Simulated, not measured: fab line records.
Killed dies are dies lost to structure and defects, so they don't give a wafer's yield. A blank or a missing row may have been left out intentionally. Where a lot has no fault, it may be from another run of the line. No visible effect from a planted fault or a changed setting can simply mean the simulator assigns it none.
Which tool is to blame? -- flow n5-finfet -- route of 1938 steps, sampled at 1 step: 9 lots, 27 wafers

## WHAT THE GAUGES SHOWED, per wafer
N5_BEOL_M4_RC_MEAS_101. Usual: DIBL_N 36.9 mV/V, standard deviation 1.7; DIBL_P 36.7 mV/V, standard deviation 2.1; IOFF_N 0.17 nA/um, standard deviation 0.032; IOFF_P 0.22 nA/um, standard deviation 0.036; ION_N 674 uA/um, standard deviation 12; ION_P 461 uA/um, standard deviation 7; SS_N 71.7 mV/dec, standard deviation 0.6; SS_P 73.4 mV/dec, standard deviation 0.67; VT_N 249 mV, standard deviation 3.1; VT_P -250 mV, standard deviation 3.2.
lot,measured,on,DIBL_N (mV/V),DIBL_P (mV/V),IOFF_N (nA/um),IOFF_P (nA/um),ION_N (uA/um),ION_P (uA/um),SS_N (mV/dec),SS_P (mV/dec),VT_N (mV),VT_P (mV),flag
L333,day 9 03:32,prober-02,37.5 40.4 37.1,38.3 42.5 38.5,0.17 0.24 0.16,0.21 0.28 0.21,668 691 678,460 463 461,71.6 72.7 72.3,73.6 75.5 73.6,250 242 250,-252 -248 -251,
L334,day 9 05:38,prober-02,38.0 35.7 37.3,40.4 36.3 39.3,0.20 0.16 0.18,0.27 0.20 0.26,687 670 671,469 464 463,72.1 71.7 72.3,73.6 72.8 73.7,244 248 248,-246 -251 -248,
L337,day 9 20:14,prober-01,37.3 37.0 39.7,36.5 36.0 37.1,0.18 0.16 0.23,0.22 0.20 0.23,679 680 675,461 460 452,71.7 71.1 72.8,73.2 72.8 73.7,246 250 244,-251 -249 -251,
L339,day 11 08:37,prober-01,38.3 40.4 38.5,37.3 39.3 36.5,0.18 0.24 0.20,0.23 0.27 0.22,684 692 680,461 472 458,72.0 72.4 72.6,73.8 74.3 74.3,250 246 248,-252 -249 -250,
L342,day 11 09:40,prober-02,34.9 35.7 36.9,35.1 34.9 37.2,0.13 0.14 0.17,0.16 0.16 0.19,673 672 686,455 454 459,70.6 71.3 71.6,73.0 73.2 74.1,251 253 250,-256 -256 -251,
L349,day 13 01:27,prober-01,35.4 37.0 35.2,37.3 37.7 37.1,0.16 0.17 0.15,0.21 0.22 0.21,681 682 682,464 465 461,71.1 70.8 71.0,73.6 73.7 73.0,248 248 250,-250 -249 -249,
L350,day 13 05:11,prober-02,35.5 32.0 35.6,34.9 30.8 34.9,0.14 0.10 0.14,0.19 0.14 0.20,673 651 667,462 452 462,72.0 69.8 71.3,73.8 72.5 73.7,254 255 255,-250 -255 -251,
L351,day 13 07:12,prober-02,37.5 38.9 35.0,38.7 40.3 35.1,0.20 0.23 0.14,0.28 0.30 0.22,681 696 660,473 471 468,72.4 72.0 71.2,74.4 74.2 73.2,244 245 251,-247 -243 -249,
L352,day 14 00:20,prober-01,39.1 37.7 39.5,38.5 37.1 39.5,0.18 0.16 0.19,0.23 0.22 0.26,663 659 681,460 458 467,71.9 72.1 72.8,74.1 73.7 73.8,251 252 251,-249 -248 -247,

## EACH LOT AND THE TOOL THAT RAN IT (in order: tool; ch and the chambers of the sampled wafers; start)
The record shows no process step preceding these readings.

## AS READ BY THE TOOLS THEMSELVES (means over the sampled wafers that have a number; for cases with no such wafer, the mark the record gives instead)
The record holds no such reading with a usual standard deviation.

## THE ANSWER, worked out from the rows above alone
Rule: lot off if the mean of its wafers having a number is beyond 3 standard deviations from the usual mean. Also off: a lot with no number at a reading for which 4 or more lots have one. Where the step has rows for the other lots, those lots are counted as sound. Order of review: gauges by route order, followed by the tools' own readings, for which a lot's mean as printed above is used. The first step at which some lot is off is used, and at that step the reading that is off furthest; a lot without a number counts as furthest.
No lot is off at any reading shown: from this, nothing can be told.

## WHAT HAD BEEN PUT IN BY THE SIMULATOR
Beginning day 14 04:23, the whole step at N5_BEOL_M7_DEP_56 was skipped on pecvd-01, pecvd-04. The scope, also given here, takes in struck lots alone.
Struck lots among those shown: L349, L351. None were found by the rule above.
